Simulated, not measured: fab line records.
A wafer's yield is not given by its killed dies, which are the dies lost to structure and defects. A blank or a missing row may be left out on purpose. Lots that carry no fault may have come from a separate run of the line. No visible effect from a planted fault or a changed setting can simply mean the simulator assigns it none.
Lot-split experiment :: flow n5_finfet :: on a route of 1938 steps: 7 lots, 21 wafers read

## THE SPLIT ITSELF
At N5_BEOL_M2_COAT_61 (time 60 s, resist thk 60 nm), the setting spin_rpm was moved away from the recipe's 1500 rpm on 5 of the 21 wafers read, by -8.0% to +4.1%. For the rest of the wafers, this setting stayed at what the recipe calls for.

## FROM THE SPLIT TO THE READING: what the file shows between them, 9 steps
- N5_BEOL_M2_COAT_73: time 60 s, resist thk 5 nm (also split here: temp_c)
- N5_BEOL_M2_COAT_05: resist thk 30 nm
- N5_BEOL_M2_EBR_07
- N5_BEOL_M2_ETCH_74: etches underlayer in N2/H2, target depth 6.5 nm, time 5.2 s
- N5_BEOL_M2_ETCH_63: etches SiARC in CF4, target depth 15.6 nm, time 26 s
- N5_BEOL_M2_ETCH_64: etches SOC in N2/H2, target depth 75 nm, overetch 22.5 nm, time 121.9 s
- N5_BEOL_M2_STRIP_65: strips in N2/H2
- N5_BEOL_M2_STRIP_75: strips in N2/H2
- N5_BEOL_M2_STRIP_66: strips in CF4

## THE READING
SOC_of_BEOL_M2_COAT_61.thk_nm (the simulator's own value, which no gauge read), in nm, at N5_BEOL_M2_HM_OPEN_17 (chemistry Cl2/BCl3, target TiN, target depth 20 nm, overetch 6 nm). The file gives no usual value for it. The 16 wafers here that ran the recipe average 51.9 nm, standard deviation 0.21 nm.

wafer: L079.1
tool, chamber at the split: litho_track-03, 0
spin_rpm as run, rpm: 1500
against the recipe: recipe
SOC_of_BEOL_M2_COAT_61.thk_nm, nm: 52.2
against lot-mates on the recipe: -

wafer: L079.6
tool, chamber at the split: litho_track-03, 0
spin_rpm as run, rpm: 1500
against the recipe: recipe
SOC_of_BEOL_M2_COAT_61.thk_nm, nm: 52.2
against lot-mates on the recipe: -

wafer: L079.3
tool, chamber at the split: litho_track-03, 0
spin_rpm as run, rpm: 1500
against the recipe: recipe
SOC_of_BEOL_M2_COAT_61.thk_nm, nm: 52
against lot-mates on the recipe: -

wafer: L080.1
tool, chamber at the split: litho_track-04, 0
spin_rpm as run, rpm: 1500
against the recipe: recipe
SOC_of_BEOL_M2_COAT_61.thk_nm, nm: 51.8
against lot-mates on the recipe: -

wafer: L080.5
tool, chamber at the split: litho_track-04, 0
spin_rpm as run, rpm: 1500
against the recipe: recipe
SOC_of_BEOL_M2_COAT_61.thk_nm, nm: 51.8
against lot-mates on the recipe: -

wafer: L080.3
tool, chamber at the split: litho_track-04, 0
spin_rpm as run, rpm: 1562
against the recipe: +4.1%
SOC_of_BEOL_M2_COAT_61.thk_nm, nm: 50.8
against lot-mates on the recipe: -1.0

wafer: L090.2
tool, chamber at the split: litho_track-03, 0
spin_rpm as run, rpm: 1435
against the recipe: -4.3%
SOC_of_BEOL_M2_COAT_61.thk_nm, nm: 53.2
against lot-mates on the recipe: +1.4

wafer: L090.3
tool, chamber at the split: litho_track-03, 0
spin_rpm as run, rpm: 1500
against the recipe: recipe
SOC_of_BEOL_M2_COAT_61.thk_nm, nm: 51.8
against lot-mates on the recipe: -

wafer: L090.4
tool, chamber at the split: litho_track-03, 0
spin_rpm as run, rpm: 1500
against the recipe: recipe
SOC_of_BEOL_M2_COAT_61.thk_nm, nm: 51.8
against lot-mates on the recipe: -

wafer: L093.1
tool, chamber at the split: litho_track-04, 0
spin_rpm as run, rpm: 1500
against the recipe: recipe
SOC_of_BEOL_M2_COAT_61.thk_nm, nm: 51.6
against lot-mates on the recipe: -

wafer: L093.2
tool, chamber at the split: litho_track-04, 0
spin_rpm as run, rpm: 1500
against the recipe: recipe
SOC_of_BEOL_M2_COAT_61.thk_nm, nm: 51.8
against lot-mates on the recipe: -

wafer: L093.4
tool, chamber at the split: litho_track-04, 0
spin_rpm as run, rpm: 1500
against the recipe: recipe
SOC_of_BEOL_M2_COAT_61.thk_nm, nm: 51.8
against lot-mates on the recipe: -

wafer: L095.3
tool, chamber at the split: litho_track-03, 0
spin_rpm as run, rpm: 1500
against the recipe: recipe
SOC_of_BEOL_M2_COAT_61.thk_nm, nm: 52.4
against lot-mates on the recipe: -

wafer: L095.5
tool, chamber at the split: litho_track-03, 0
spin_rpm as run, rpm: 1500
against the recipe: recipe
SOC_of_BEOL_M2_COAT_61.thk_nm, nm: 52.2
against lot-mates on the recipe: -

wafer: L095.6
tool, chamber at the split: litho_track-03, 0
spin_rpm as run, rpm: 1500
against the recipe: recipe
SOC_of_BEOL_M2_COAT_61.thk_nm, nm: 51.8
against lot-mates on the recipe: -

wafer: L096.1
tool, chamber at the split: litho_track-04, 0
spin_rpm as run, rpm: 1500
against the recipe: recipe
SOC_of_BEOL_M2_COAT_61.thk_nm, nm: 51.8
against lot-mates on the recipe: -

wafer: L096.3
tool, chamber at the split: litho_track-04, 0
spin_rpm as run, rpm: 1500
against the recipe: recipe
SOC_of_BEOL_M2_COAT_61.thk_nm, nm: 52
against lot-mates on the recipe: -

wafer: L096.5
tool, chamber at the split: litho_track-04, 0
spin_rpm as run, rpm: 1500
against the recipe: recipe
SOC_of_BEOL_M2_COAT_61.thk_nm, nm: 52
against lot-mates on the recipe: -

wafer: L097.3
tool, chamber at the split: litho_track-02, 0
spin_rpm as run, rpm: 1380
against the recipe: -8.0%
SOC_of_BEOL_M2_COAT_61.thk_nm, nm: 54.6
against lot-mates on the recipe: no lot-mate on the recipe

wafer: L097.5
tool, chamber at the split: litho_track-02, 0
spin_rpm as run, rpm: 1380
against the recipe: -8.0%
SOC_of_BEOL_M2_COAT_61.thk_nm, nm: 54.6
against lot-mates on the recipe: no lot-mate on the recipe

wafer: L097.6
tool, chamber at the split: litho_track-02, 0
spin_rpm as run, rpm: 1380
against the recipe: -8.0%
SOC_of_BEOL_M2_COAT_61.thk_nm, nm: 54.8
against lot-mates on the recipe: no lot-mate on the recipe

FIT RESULTS
A straight line over all 21 wafers: SOC_of_BEOL_M2_COAT_61.thk_nm changes by -0.331 nm for each +1% of spin_rpm; r = -0.98; the points scatter about the line by 0.21 nm.
The same after taking each lot's own level away (the mean of its wafers on the recipe; 18 wafers): -0.284 nm for each +1%; r = -0.95; scatter 0.14 nm.
The reading moves by 2.3 nm for the largest change in spin_rpm, on that fit.
From 51.73 to 52.13 nm: that is the span of the lots' own levels, equal to 1.9 times the standard deviation above.
Hence the slope depends on the lot-to-lot level, as the two fits are not the same.
Check: with one of the wafers moved furthest among these (-4.3%) left out of the fit, the line predicts +1.05 nm for it against its lot-mates. Against them it came out at +1.4 nm.

## ADDITIONAL SPLITS CARRIED BY THESE WAFERS
Other splits were also applied to these wafers ahead of the reading. Each is held against what the fit with the lots' levels taken away leaves over:
other split on the same wafers: N5_MOL_CONTACT_COAG_VIA_ETCH_117 bias_w
wafers away from the commonest value: 10
r with SOC_of_BEOL_M2_COAT_61.thk_nm (lot level and that fit taken away): +0.26

other split on the same wafers: N5_MOL_CONTACT_COAG_CVD_140 target_thk_a
wafers away from the commonest value: 4
r with SOC_of_BEOL_M2_COAT_61.thk_nm (lot level and that fit taken away): -0.31

other split on the same wafers: N5_BEOL_M0_CUTY_EXPOSE_54 dose_mj
wafers away from the commonest value: 8
r with SOC_of_BEOL_M2_COAT_61.thk_nm (lot level and that fit taken away): -0.05

other split on the same wafers: N5_BEOL_M0_CUTY_ETCH_63 source_w
wafers away from the commonest value: 7
r with SOC_of_BEOL_M2_COAT_61.thk_nm (lot level and that fit taken away): -0.16

other split on the same wafers: N5_BEOL_M1_ETCH_64 bias_w
wafers away from the commonest value: 5
r with SOC_of_BEOL_M2_COAT_61.thk_nm (lot level and that fit taken away): -0.02

other split on the same wafers: N5_BEOL_M2_COAT_73 temp_c
wafers away from the commonest value: 4
r with SOC_of_BEOL_M2_COAT_61.thk_nm (lot level and that fit taken away): +0.05

## THE WHOLE CHAIN: every reading that the file lists as answering this split, in the file's order
step: N5_BEOL_M2_COAT_61
what it does: time 60 s, resist thk 60 nm
reading: SOC_of_BEOL_M2_COAT_61.thk_nm (the simulator's own value, which no gauge read)
change (the file's fit): -0.296 nm for each +1% of the setting
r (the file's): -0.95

step: N5_BEOL_M2_ETCH_64
what it does: etches SOC in N2/H2, target depth 75 nm, overetch 22.5 nm, time 121.9 s
reading: etch.depth_nm (the simulator's own value, which no gauge read)
change (the file's fit): -0.29 nm for each +1% of the setting
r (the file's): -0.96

step: N5_BEOL_M2_HM_OPEN_17
what it does: chemistry Cl2/BCl3, target TiN, target depth 20 nm, overetch 6 nm
reading: SOC_of_BEOL_M2_COAT_61.thk_nm (the simulator's own value, which no gauge read)
change (the file's fit): -0.284 nm for each +1% of the setting
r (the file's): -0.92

## FILE'S OWN FIT
SOC_of_BEOL_M2_COAT_61.thk_nm changes by -0.284 nm for each +1% of spin_rpm, r = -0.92.
